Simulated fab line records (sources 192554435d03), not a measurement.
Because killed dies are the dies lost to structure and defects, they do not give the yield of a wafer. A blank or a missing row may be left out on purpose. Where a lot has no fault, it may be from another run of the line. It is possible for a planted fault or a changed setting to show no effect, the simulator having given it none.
Chamber matching -- flow n5Finfet -- N5_BEOL_M1_ETCH_69 on rieDiel-05: 4 sister chambers
The step etches SiARC in CF4, target depth 15.6 nm, time 26 s. 16 wafers are shown with their chamber, then 8 later ones without.

## EACH WAFER AND ITS CHAMBER
wafer,chamber,drypumpMotorCurrentA (A),showerheadPlenumPTorr (Torr),throttleValvePct (%)
L074.1,2,6.0,2.23,15.97
L074.3,3,5.1,2.12,15.36
L074.6,1,5.6,2.21,15.63
L081.1,1,5.6,2.20,15.65
L081.3,2,6.0,2.23,15.98
L081.4,3,5.2,2.12,15.36
L082.3,2,6.0,2.23,16.00
L082.4,0,5.8,2.11,15.92
L082.6,3,5.2,2.12,15.37
L083.2,1,5.6,2.20,15.64
L083.4,1,5.6,2.20,15.68
L083.6,3,5.1,2.11,15.37
L093.1,2,6.0,2.22,16.03
L093.4,0,5.8,2.11,15.45
L093.6,2,6.0,2.22,16.05
L094.1,3,5.2,2.11,15.41

SIGNATURES (averages over the wafers above)
reading,chamber 0,chamber 1,chamber 2,chamber 3,scatter within a chamber
drypumpMotorCurrentA,5.800,5.600,6.000,5.160,0.0316
showerheadPlenumPTorr,2.1100,2.2025,2.2260,2.1160,0.00512
throttleValvePct,15.6850,15.6500,16.0060,15.3740,0.0992
Rule: for each reading, subtract the chamber's mean from the wafer's reading, divide by that reading's scatter and square the result; add these up over the readings and take the root, which gives the wafer's distance from the chamber. The wafer belongs to the nearest chamber; if the next one is less than 2 further off, it can't be placed. The scatter: take each reading less its chamber's mean, square it, sum over the shown wafers, divide by the number of wafers less the number of chambers, and take the root.

## WAFERS WITH NO CHAMBER GIVEN
wafer,drypumpMotorCurrentA (A),showerheadPlenumPTorr (Torr),throttleValvePct (%)
L094.2,5.6,2.19,15.72
L094.5,5.1,2.11,15.43
L096.2,5.8,2.11,15.47
L096.4,6.0,2.22,16.06
L096.5,5.1,2.11,15.41
L097.2,5.8,2.11,15.47
L097.3,6.0,2.22,16.06
L097.6,5.2,2.11,15.43

## WHICH CHAMBER EACH WENT THROUGH
wafer,from the rows above,in truth
L094.2,1,1
L094.5,3,3
L096.2,0,0
L096.4,2,2
L096.5,3,3
L097.2,0,0
L097.3,2,2
L097.6,3,3
8 of 8 placed correctly. From these rows, 0 cannot be placed. Number placed wrongly: 0.
